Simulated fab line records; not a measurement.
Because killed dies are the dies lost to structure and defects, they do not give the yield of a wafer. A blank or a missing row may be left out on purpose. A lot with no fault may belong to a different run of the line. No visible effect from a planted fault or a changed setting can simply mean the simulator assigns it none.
A struck lot beside a sound one / flow n5Finfet / 26 steps out of a route of 1938
Sound: these wafers, L846.1, L846.5, L846.6. Struck: wafers L831.3, L831.5, L831.6. Last of all comes the cause.
Per side, at each step with rows, come the tool, then ch with its chambers, and then its first start. Under that, the readings that differ: sound wafers / struck wafers / difference of the means / sigmas: that difference in standard deviations of wafers without a fault.
alike: a reading whose means differ by less than 2 such deviations, as well as words and numbers matching on both sides. not compared: withheld readings; readings where some wafer has no value; bounds like >300 that might hide an equal value; numbers whose values overlap and for which the record gives no deviation.
A row with sigmas, a row that says differs or no value, or rows on one side alone: a step with any of these is where the two part. When numbers do not overlap yet have no deviation, they are printed without sigmas and do not part them. A reading that every wafer of one side lacks parts them only if that side has two wafers or more.

first, 12 steps without rows for these wafers: N5_GATE_CUT_ETCH_28 (etches underlayer in N2/H2, target depth 13 nm, time 10.4 s); N5_GATE_CUT_ETCH_36 (etches SiARC in CF4, target depth 13 nm, time 21.7 s); N5_GATE_CUT_ETCH_37 (etches SOC in N2/H2, target depth 60 nm, overetch 12 nm, time 90 s); N5_GATE_CUT_STRIP_38 (strips in N2/H2); N5_GATE_CUT_STRIP_39 (strips in N2/H2); N5_GATE_CUT_HM_OPEN_40 (chemistry C4F6/O2, target SiO2, target depth 139 nm, time 85.1 s); N5_GATE_CUT_STRIP_41 (strips in CF4); N5_GATE_CUT_STRIP_42 (strips in O2); N5_GATE_CUT_ETCH_19 (etches SiNx in CH3F/O2, target depth 53.7 nm, time 76.7 s); N5_GATE_CUT_CUT_ETCH_53 (etches W in SF6/Cl2, target depth 79.2 nm); N5_GATE_CUT_CUT_ETCH_54 (etches TiN in Cl2/BCl3, target depth 96.7 nm); N5_GATE_CUT_CUT_ETCH_55 (etches HfO2 in BCl3, target depth 3.2 nm).
N5_GATE_CUT_ETCH_47: etches SiO2 in Cl2/BCl3, target depth 10 nm.
  sound on rieMetal-03 ch 0,1, day 9 19:23; struck on rieMetal-02 ch 0,1, day 6 10:46
  no value came back on the struck wafers for any of 5 readings (bcl3FlowSccm (sccm), biasW (W) and others); on the sound wafers bcl3FlowSccm (sccm) reads 21.81 21.78 21.81
reading=model.SiO2_of_GATE_CUT_HM_DEP_46.thkNm (nm); sound=103.6 104.2 106.6; struck=115 118.2 115.8; difference=+12; sigmas=
  not compared: rfHoursCounterH
then, 8 steps without rows for these wafers: N5_GATE_CUT_VAPOR_ETCH_48 (etches TiN in BCl3/Cl2); N5_GATE_CUT_VAPOR_ETCH_49 (etches TiAlC in BCl3/Cl2); N5_GATE_CUT_VAPOR_ETCH_51 (etches HfO2 in BCl3/Cl2); N5_GATE_CUT_STRIP_21 (strips in N2/H2, time 30 s); N5_GATE_CUT_STRIP_29 (strips in post etch residue remover, time 60 s); N5_GATE_CUT_SRD_52 (time 30 s); N5_GATE_CUT_ALD_22 (deposits SiNx, target thk 16 nm, pulse time 1 s, ald cycles 320); N5_GATE_CUT_CMP_23 (polishes, stops on SiO2, t overpolish 23.4 s, target thk 16 nm).
N5_GATE_CUT_THK_MEAS_24:
  sound on filmMetro-01 at day 9 21:28; struck on filmMetro-01 at day 6 13:11
reading=GC_FILL_THK (nm); sound=216.1 217.8 219.6; struck=225.9 231.1 227.5; difference=+10.3; sigmas=+5
N5_GATE_CUT_CMP_43: polishes SiO2.
  sound on cmp-02 ch 2,3, day 9 21:34; struck on cmp-04 ch 0,1,3, day 6 13:47
reading=model.SiO2_of_GATE_CUT_HM_DEP_46.thkNm (nm); sound=4.8 4.8 5; struck=5.4 5.6 5.4; difference=+0.6; sigmas=
  alike: motorCurrentA, retainingRingPressureFrac
then, 1 step without rows for these wafers: N5_GATE_CUT_CMP_61 (polishes, stops on SiNx, t overpolish 3 s).
-- here the record skips 3 days between the struck wafers' starts before and after, leaving off in module GATE_CUT and picking up in module BEOL_M4 (first step shown: number 1111 of the route) --
N5_BEOL_M4_RC_MEAS_101:
  sound on prober-01 ch 0, day 12 23:47; struck on prober-01 ch 0, day 10 01:08
  alike: DIBL_N, DIBL_P, IOFF_N, IOFF_P, ION_N, ION_P, SS_N, SS_P, VT_N, VT_P
-- a jump in the record: the struck wafers' starts before and after are 4 days apart (it breaks off in module BEOL_M4 and resumes in module PASSIVATION, where the first step shown is number 1936 of the route) --
N5_PASSIVATION_PROBE_49:
  only the struck wafers here have rows in the record (prober-01, day 14 10:59); the sound ones have none

WHERE THEY PART
Last at N5_PASSIVATION_PROBE_49 as far as this record goes, first at N5_GATE_CUT_ETCH_47.

WHY: what had been put in by the simulator
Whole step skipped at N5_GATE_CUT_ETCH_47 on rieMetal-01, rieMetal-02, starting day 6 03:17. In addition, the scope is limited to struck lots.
